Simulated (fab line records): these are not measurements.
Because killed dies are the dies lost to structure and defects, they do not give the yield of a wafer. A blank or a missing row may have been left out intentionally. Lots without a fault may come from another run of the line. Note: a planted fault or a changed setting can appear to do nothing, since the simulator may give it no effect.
Matching of chambers :: flow n5_finfet :: N5_SD_EPI_P_ETCHBACK_46 on rie_diel-02 has 4 sister chambers
The step etches SiNx in CH3F/O2, stops on SiO2, target depth 17.5 nm. 8 wafers are shown with their chamber, then 7 later ones without.

## WAFERS, EACH WITH ITS CHAMBER
wafer: L081.2
chamber: 2
showerhead_plenum_p_Torr (Torr): 1.90
throttle_valve_pct (%): 16.51

wafer: L082.1
chamber: 1
showerhead_plenum_p_Torr (Torr): 1.88
throttle_valve_pct (%): 16.74

wafer: L082.2
chamber: 0
showerhead_plenum_p_Torr (Torr): 2.08
throttle_valve_pct (%): 16.60

wafer: L084.1
chamber: 3
showerhead_plenum_p_Torr (Torr): 2.09
throttle_valve_pct (%): 16.47

wafer: L084.3
chamber: 0
showerhead_plenum_p_Torr (Torr): 2.08
throttle_valve_pct (%): 16.62

wafer: L084.6
chamber: 2
showerhead_plenum_p_Torr (Torr): 1.90
throttle_valve_pct (%): 16.52

wafer: L088.1
chamber: 1
showerhead_plenum_p_Torr (Torr): 1.87
throttle_valve_pct (%): 16.74

wafer: L088.2
chamber: 3
showerhead_plenum_p_Torr (Torr): 2.08
throttle_valve_pct (%): 16.52

## WAFERS WITHOUT THEIR CHAMBER
wafer: L088.5
showerhead_plenum_p_Torr (Torr): 1.87
throttle_valve_pct (%): 16.77

wafer: L091.2
showerhead_plenum_p_Torr (Torr): 2.08
throttle_valve_pct (%): 16.54

wafer: L091.3
showerhead_plenum_p_Torr (Torr): 2.07
throttle_valve_pct (%): 16.65

wafer: L091.4
showerhead_plenum_p_Torr (Torr): 2.07
throttle_valve_pct (%): 16.67

wafer: L093.2
showerhead_plenum_p_Torr (Torr): 2.08
throttle_valve_pct (%): 16.54

wafer: L093.4
showerhead_plenum_p_Torr (Torr): 2.15
throttle_valve_pct (%): 16.05

wafer: L093.6
showerhead_plenum_p_Torr (Torr): 2.07
throttle_valve_pct (%): 16.66

## EACH ONE'S CHAMBER
wafer: L088.5
from the rows above: 1
in truth: 1

wafer: L091.2
from the rows above: can't be placed: 3 or 0
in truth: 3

wafer: L091.3
from the rows above: 0
in truth: 0

wafer: L091.4
from the rows above: 0
in truth: 0

wafer: L093.2
from the rows above: can't be placed: 3 or 0
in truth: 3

wafer: L093.4
from the rows above: 3
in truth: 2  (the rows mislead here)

wafer: L093.6
from the rows above: 0
in truth: 0
Correctly placed: 4 of 7. Not placeable from these rows: 2 (in 2, the candidates include the true chamber). 1 placed wrongly.
How it was worked out, from the rows above alone: a wafer's distance from a chamber is the root of the sum, over the readings, of the square of ((its reading less the chamber's mean) divided by the reading's scatter). The wafer belongs to the nearest chamber; if the next one is less than 2 further off, it can't be placed. A chamber's mean is the mean of its shown wafers. The scatter: the root of (the sum of the squares of (reading less its chamber's mean) over the shown wafers, divided by (wafers less chambers)).
